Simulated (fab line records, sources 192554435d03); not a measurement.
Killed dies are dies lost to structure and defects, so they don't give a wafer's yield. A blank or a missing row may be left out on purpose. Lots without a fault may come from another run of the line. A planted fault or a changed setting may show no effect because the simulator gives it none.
A struck lot beside a sound one | flow n5_finfet | 15 steps out of a route of 1938
Sound: wafers L997.2, L997.3, L997.5. Struck: wafers L992.1, L992.4. (L992.3 of the same lot was not struck and is left out.) The cause comes at the end.
At each step with rows: each side's tool, then ch and its chambers, then its first start. Under that, the readings that differ: sound wafers | struck wafers | difference of the means | sigmas: that difference in standard deviations of wafers without a fault.
alike: readings whose means differ by less than 2 such deviations, and words and numbers that are the same on both sides. not compared: withheld readings, readings that some wafer has no value for, bounds like >300 that may hide the same value, and numbers for which the record gives no deviation and whose values overlap.
The two part at a step that has a row with sigmas, a row that says differs or no value, or rows on one side only. Numbers that don't overlap but have no deviation are shown without sigmas and don't part them. A reading that every wafer of one side lacks parts them only if that side has two wafers or more.

first, 7 steps without rows for these wafers: N5_BEOL_M12_COAT_22 (resist thk 300 nm); N5_BEOL_M12_EBR_24; N5_BEOL_M12_SOFTBAKE_23 (time 60 s); N5_BEOL_M12_EXPOSE_25 (exposes mask M12); N5_BEOL_M12_PEB_26 (peb time 90 s); N5_BEOL_M12_DEVELOP_27 (develop time 45 s); N5_BEOL_M12_HARDBAKE_32 (time 120 s).
N5_BEOL_M12_CD_MEAS_28: target cd 160.2 nm.
  sound on cd_sem-03 ch 0, day 15 05:42; struck on cd_sem-01 ch 0, day 13 20:28
  reading    | sound             | struck      | difference | sigmas
  cd_nm (nm) | 160.6 160.1 160.2 | 162.5 162.9 | +2.4       | +2
N5_BEOL_M12_OVL_MEAS_29:
  sound on overlay-01 ch 0, day 15 05:44; struck on overlay-01 ch 0, day 13 20:32
  alike: M12_OVL
N5_BEOL_M12_INSPECT_30: inspects for defects (macro).
  sound on defect_inspect-02, day 15 05:46; struck on defect_inspect-02, day 13 20:33
  alike: raw_defect_count
N5_BEOL_M12_DESCUM_33: chemistry O2, time 7.9 s.
  sound on rie_diel-02 ch 1,3, day 15 06:05; struck on rie_diel-06 ch 0,1, day 13 20:35
  reading               | sound          | struck    | difference | sigmas
  oes_product_au (a.u.) | 0.92 0.91 0.90 | 0.73 0.71 | -0.19      | -3
  alike: drypump_motor_current_A, rf_vpp_V, showerhead_plenum_p_Torr, throttle_valve_pct
  not compared: rf_hours_counter_h
N5_BEOL_M12_ETCH_67: etches SiARC in CF4, target depth 143 nm, time 238.3 s.
  sound on rie_diel-02 ch 1,3, day 15 06:07; struck on rie_diel-06 ch 0,1, day 13 20:37
  reading               | sound             | struck      | difference | sigmas
  oes_product_au (a.u.) | 0.79 0.76 0.76    | 0.63 0.60   | -0.16      | -2
  rf_vpp_V (V)          | 185.4 180.9 182.6 | 183.0 187.4 | +2.2       | +2
  alike: bias_w, drypump_motor_current_A, etch_rf_on_time_s, showerhead_plenum_p_Torr, throttle_valve_pct
  not compared: rf_hours_counter_h
N5_BEOL_M12_ETCH_68: etches SOC in N2/H2, time 285 s.
  sound on rie_diel-02 ch 1,3, day 15 06:16; struck on rie_diel-06 ch 0,1, day 13 20:46
  reading                                     | sound             | struck      | difference                    | sigmas
  bias_w (W)                                  | 351.1 348.4 350.6 | - -         | no value on the struck wafers |
  oes_product_au (a.u.)                       | 0.93 0.90 0.90    | 0.74 0.70   | -0.19                         | -2
  run_length_s (s)                            | 307.9 308.5 308.3 | 299.1 298.8 | -9.3                          | -22
  model.SiARC_of_BEOL_M12_COAT_66.thk_nm (nm) | 86.2 85.8 85.6    | 86.6 86.8   | +0.8                          |
  alike: drypump_motor_current_A, h2_flow_sccm, rf_vpp_V, showerhead_plenum_p_Torr, throttle_valve_pct
  not compared: rf_hours_counter_h
then, 2 steps without rows for these wafers: N5_BEOL_M12_STRIP_69 (strips in N2/H2); N5_PASSIVATION_PROBE_49.

WHERE THEY PART
First at N5_BEOL_M12_CD_MEAS_28; last, within this record, at N5_BEOL_M12_ETCH_68.

WHY: what the simulator had put in
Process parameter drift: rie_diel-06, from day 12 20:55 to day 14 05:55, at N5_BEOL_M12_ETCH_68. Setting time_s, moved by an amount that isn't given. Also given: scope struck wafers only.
